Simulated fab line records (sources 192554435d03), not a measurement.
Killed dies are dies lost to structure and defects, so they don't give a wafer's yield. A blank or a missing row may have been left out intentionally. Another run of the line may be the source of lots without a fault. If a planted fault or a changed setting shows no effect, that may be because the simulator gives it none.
fab line records -- flow n5-finfet
[record] lots = 7, wafers = 39
route steps=1938 shown MOL_CONTACT_COAG@531
start-h: start of the lot's first displayed wafer, in hours after the record's first day -- wait-h: hours from the lot's prior step to this one -- " unchanged from the row above -- L1.1+2: several wafers, shown together as one row -- - no value present, or no start provided -- * or withheld: withheld -- < > ~ a bound
route shown NAME@n: names a module that has steps shown in the file, with the first one's number in the route -- usual: the fault-free wafers' mean and standard deviation -- same: alike in all rows -- chamber/n: place in a boat -- sites: each site's reading -- _std_site: how widely they spread, as a standard deviation -- _edge_site: outer sites' mean less inner sites' -- radius-mm: for every site, how far away it sits from the centre of the wafer -- mask NAME#n: copy n -- behind: the most recent tool/chamber to have shaped the wafer -- hold: what put the lot on hold/how long, in hours/how the hold closed -- device: transistor that didn't switch, given as n, p or np -- end of line: tests of these same wafers at the route's end -- step lacking rows: just its recipe -- killed: dies that structure and defects cost at the first sort, which is not the same as the wafer's yield -- map: a wafer's dies, marking killed ones x, the rest . and places with no die _
set.NAME: the run value of the setting; set.NAME@STEP: its run value at that earlier step -- model.NAME: the simulator's own value behind a step, which no gauge read
lots run with intentionally changed settings; tables by step, rows by wafer
[[steps]]
[step N5_MOL_CONTACT_COAG_ETCH_105]
[recipe] chemistry = CF4, target = SiARC, target-depth-a = 156, mask-material = CAR-EUV, time-s = 26, ion-energy-ev = 80, pressure-mtorr = 40, source-w = 545, bias-w = 36, Ar_flow_sccm = 100, cf4-flow-sccm = 100, ends = cleared
[usual] rf-vpp-V = 184.3/1.1
lot.wafer,tool,chamber,start-h,wait-h,set.bias-w,set.dose-mj@MOL_CONTACT_COAG_EXPOSE_05,rf-vpp-V,model.MOL_CONTACT_COAG.cd-offset-nm
L079.1,rie-diel-01,1,122.01,0.0,36,38.25,183.6,-0.6
L079.2,rie-diel-01,3,122.01,0.0,38.37,38.25,190.0,-0.2
L079.3,rie-diel-01,2,122.01,0.0,38.37,38.25,192.1,-0.2
L079.4,rie-diel-01,0,122.01,0.0,36,37.15,183.7,-1
L079.5,rie-diel-01,3,122.01,0.0,36,37.15,182.4,-0.8
L079.6,rie-diel-01,0,122.01,0.0,38.37,37.15,191.1,-1.2
L080.1,rie-diel-01,2,126.67,0.0,32.98,35.3,173.2,-1.8
L080.2,rie-diel-01,3,126.67,0.0,36,38.25,182.4,0
L080.3,rie-diel-01,0,126.67,0.0,36,35.3,184.8,-2.2
L080.4,rie-diel-01,1,126.67,0.0,32.98,38.25,174.1,-0.4
L080.5,rie-diel-01,0,126.67,0.0,36,35.3,183.5,-2
L080.6,rie-diel-01,1,126.67,0.0,32.98,38.25,176.3,-0.4
L082.1,rie-diel-01,3,142.97,0.0,39.67,36.49,195.0,-0.8
L082.2,rie-diel-01,0,142.97,0.0,39.67,36.49,196.0,-1.2
L082.3,rie-diel-01,1,142.97,0.0,36,36.49,185.4,-1.2
L082.4,rie-diel-01,1,142.97,0.0,39.67,38.25,197.6,-0.4
L082.5,rie-diel-01,3,142.97,0.0,36,38.25,183.8,0
L082.6,rie-diel-01,0,142.97,0.0,36,38.25,185.5,0
L083.1,rie-diel-03,0,145.90,0.0,41.79,38.25,203.3,-0.6
L083.2,rie-diel-03,1,145.90,0.0,41.79,38.25,201.6,0
L083.3,rie-diel-03,3,145.90,0.0,41.79,38.25,203.5,0
L083.4,rie-diel-03,1,145.90,0.0,36,38.25,181.4,0
L083.5,rie-diel-03,0,145.90,0.0,36,38.25,185.1,-0.4
L083.6,rie-diel-03,3,145.90,0.0,36,38.25,184.0,-0.2
L084.1,rie-diel-03,1,148.55,0.0,36,38.25,183.1,-0.2
L084.2,rie-diel-03,3,148.55,0.0,38.71,38.25,193.7,-0.2
L084.3,rie-diel-03,0,148.55,0.0,38.71,38.25,194.1,0
L084.4,rie-diel-03,0,148.55,0.0,36,38.25,184.4,-0.2
L084.5,rie-diel-03,1,148.55,0.0,38.71,38.25,191.3,-0.2
L084.6,rie-diel-03,3,148.55,0.0,36,38.25,185.5,0
L089.1,rie-diel-01,3,182.41,0.0,36,38.25,185.5,-0.6
L089.2,rie-diel-01,2,182.41,0.0,31.21,38.25,168.2,-0.2
L089.3,rie-diel-01,0,182.41,0.0,36,38.25,184.9,-0.4
L089.4,rie-diel-01,1,182.41,0.0,36,38.25,183.4,-0.6
L089.5,rie-diel-01,1,182.41,0.0,31.21,38.25,168.8,-0.8
L089.6,rie-diel-01,2,182.41,0.0,31.21,38.25,169.8,0
L093.3,rie-diel-01,0,204.29,0.0,36,38.25,183.9,-0.2
L093.4,rie-diel-01,2,204.29,0.0,36,38.25,185.9,0
L093.6,rie-diel-01,3,204.29,0.0,36,38.25,185.3,-0.4
[step N5_MOL_CONTACT_COAG_ETCH_106]
[recipe] chemistry = N2/H2, target = SOC, target-depth-a = 800, overetch-a = 160, mask-material = SiARC, temp-c = 40, time-s = 120, ion-energy-ev = 200, pressure-mtorr = 30, source-w = 840, bias-w = 150, n2-flow-sccm = 200, h2-flow-sccm = 200
[step N5_MOL_CONTACT_COAG_STRIP_107]
[recipe] chemistry = N2/H2, temp-c = 40, n2-flow-sccm = 200, h2-flow-sccm = 200, rf-frequency-hz = 6e+07
[step N5_MOL_CONTACT_COAG_STRIP_109]
[recipe] chemistry = C4F6/O2, resist = SiARC, rf-frequency-hz = 6e+07
[step N5_MOL_CONTACT_COAG_ETCH_15]
[recipe] chemistry = CH3F/O2, target = SiNx, target-depth-a = 70, mask-material = SOC, stop-on = Si:P, over-etch-frac = 0.75, ion-energy-ev = 120, pressure-mtorr = 30, source-w = 395, bias-w = 73, Ar_flow_sccm = 150, CH3F_flow_sccm = 30, O2_flow_sccm = 20
[step N5_MOL_CONTACT_COAG_ETCH_110]
[recipe] chemistry = CF4/O2, target = Si, target-depth-a = 25, time-s = 8, pressure-mtorr = 100, source-w = 200, bias-w = 12, ion-energy-ev = 60, Ar_flow_sccm = 100, cf4-flow-sccm = 100, O2_flow_sccm = 10
lot.wafer,tool,chamber,start-h,wait-h,set.dose-mj@MOL_CONTACT_COAG_EXPOSE_05,model.MOL_CONTACT_COAG.cd-offset-nm
L079.1,rie-diel-01,1,122.24,0.0,38.25,-0.6
L079.2,rie-diel-01,3,122.24,0.0,38.25,-0.4
L079.3,rie-diel-01,2,122.24,0.0,38.25,0
L079.4,rie-diel-01,0,122.24,0.0,37.15,-0.6
L079.5+6,rie-diel-01,"3,0",122.24,0.0,37.15,-0.8
L080.1,rie-diel-01,2,126.89,0.0,35.3,-1.8
L080.2,rie-diel-01,3,126.89,0.0,38.25,0.2
L080.3+5,rie-diel-01,0,126.89,0.0,35.3,-1.6
L080.4,rie-diel-01,1,126.89,0.0,38.25,0
L080.6,rie-diel-01,1,126.89,0.0,38.25,-0.2
L082.1,rie-diel-01,3,143.19,0.0,36.49,-1
L082.2,rie-diel-01,0,143.19,0.0,36.49,-0.8
L082.3,rie-diel-01,1,143.19,0.0,36.49,-1.2
L082.4,rie-diel-01,1,143.19,0.0,38.25,-0.4
L082.5,rie-diel-01,3,143.19,0.0,38.25,0
L082.6,rie-diel-01,0,143.19,0.0,38.25,0.4
L083.1,rie-diel-03,0,146.12,0.0,38.25,-0.8
L083.2+4,rie-diel-03,1,146.12,0.0,38.25,-0.6
L083.3+6,rie-diel-03,3,146.12,0.0,38.25,-0.4
L083.5,rie-diel-03,0,146.12,0.0,38.25,-0.2
L084.1+5,rie-diel-03,1,148.78,0.0,38.25,-0.6
L084.2+6,rie-diel-03,3,148.78,0.0,38.25,-0.2
L084.3,rie-diel-03,0,148.78,0.0,38.25,0.2
L084.4,rie-diel-03,0,148.78,0.0,38.25,0
L089.1+5,rie-diel-01,"3,1",182.64,0.0,38.25,-0.6
L089.2+4,rie-diel-01,"2,1",182.64,0.0,38.25,-0.4
L089.3,rie-diel-01,0,182.64,0.0,38.25,0.2
L089.6,rie-diel-01,2,182.64,0.0,38.25,-0.2
L093.3,rie-diel-01,0,204.51,0.0,38.25,0.2
L093.4+6,rie-diel-01,"2,3",204.51,0.0,38.25,-0.4
[step N5_MOL_CONTACT_COAG_ETCH_67]
[recipe] chemistry = N2/H2, target = SOC, target-depth-a = 600, overetch-a = 210, mask-material = SiARC, temp-c = 40, time-s = 101.2, ion-energy-ev = 200, pressure-mtorr = 30, source-w = 840, bias-w = 150, n2-flow-sccm = 200, h2-flow-sccm = 200
[usual] rf-vpp-V = 524.2/2.3
lot.wafer,tool,chamber,start-h,wait-h,set.source-w,rf-vpp-V
L079.1,rie-diel-05,3,134.93,0.0,840,522.1
L079.2,rie-diel-05,0,134.93,0.0,840,523.7
L079.3,rie-diel-05,1,134.93,0.0,840,526.0
L079.4,rie-diel-05,2,134.93,0.0,840,522.4
L079.5,rie-diel-05,1,134.93,0.0,840,526.5
L079.6,rie-diel-05,0,134.93,0.0,840,522.9
L080.1,rie-diel-05,3,137.86,0.0,991.3,493.9
L080.2,rie-diel-05,0,137.86,0.0,991.3,495.3
L080.3,rie-diel-05,2,137.86,0.0,991.3,496.1
L080.4,rie-diel-05,1,137.86,0.0,840,525.3
L080.5,rie-diel-05,1,137.86,0.0,840,526.6
L080.6,rie-diel-05,2,137.86,0.0,840,522.5
L082.1,rie-diel-03,0,156.89,0.0,929.9,508.5
L082.2,rie-diel-03,1,156.89,0.0,840,521.0
L082.3,rie-diel-03,3,156.89,0.0,929.9,506.7
L082.4,rie-diel-03,1,156.89,0.0,840,520.4
L082.5,rie-diel-03,0,156.89,0.0,840,526.0
L082.6,rie-diel-03,3,156.89,0.0,929.9,506.5
L083.1,rie-diel-01,0,158.25,0.0,987.5,495.5
L083.2,rie-diel-01,2,158.25,0.0,987.5,497.8
L083.3,rie-diel-01,1,158.25,0.0,840,528.0
L083.4,rie-diel-01,2,158.25,0.0,840,525.7
L083.5,rie-diel-01,0,158.25,0.0,987.5,495.6
L083.6,rie-diel-01,1,158.25,0.0,840,527.5
L084.1,rie-diel-03,1,159.99,0.0,840,520.3
L084.2,rie-diel-03,0,159.99,0.0,983.8,497.8
L084.3,rie-diel-03,3,159.99,0.0,840,524.8
L084.4,rie-diel-03,1,159.99,0.0,983.8,493.2
L084.5,rie-diel-03,0,159.99,0.0,840,526.2
L084.6,rie-diel-03,3,159.99,0.0,983.8,496.9
L089.1,rie-diel-03,2,195.60,0.0,840,521.7
L089.2,rie-diel-03,3,195.60,0.0,798.2,532.9
L089.3,rie-diel-03,0,195.60,0.0,798.2,534.6
L089.4,rie-diel-03,1,195.60,0.0,840,520.4
L089.5,rie-diel-03,0,195.60,0.0,798.2,534.2
L089.6,rie-diel-03,3,195.60,0.0,840,526.0
L093.3,rie-diel-05,2,218.34,0.0,840,522.2
L093.4,rie-diel-05,0,218.34,0.0,840,524.2
L093.6,rie-diel-05,2,218.34,0.0,840,522.1
[[key]]
[split] step = N5_MOL_CONTACT_COAG_ETCH_105, setting = bias-w, stated = 36, by = wafer
[response] step = N5_MOL_CONTACT_COAG_ETCH_105, reading = rf-vpp-V, change = +1.17, per = 1%, r = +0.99
[split] step = N5_MOL_CONTACT_COAG_ETCH_67, setting = source-w, stated = 840, by = wafer
[response] step = N5_MOL_CONTACT_COAG_ETCH_67, reading = rf-vpp-V, change = -1.66, per = 1%, r = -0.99
split outside-this-file step=N5_MOL_CONTACT_COAG_EXPOSE_05 setting=dose-mj
// split outside-this-file: this setting was split too, and the file shows its column; the key of that split is in another file
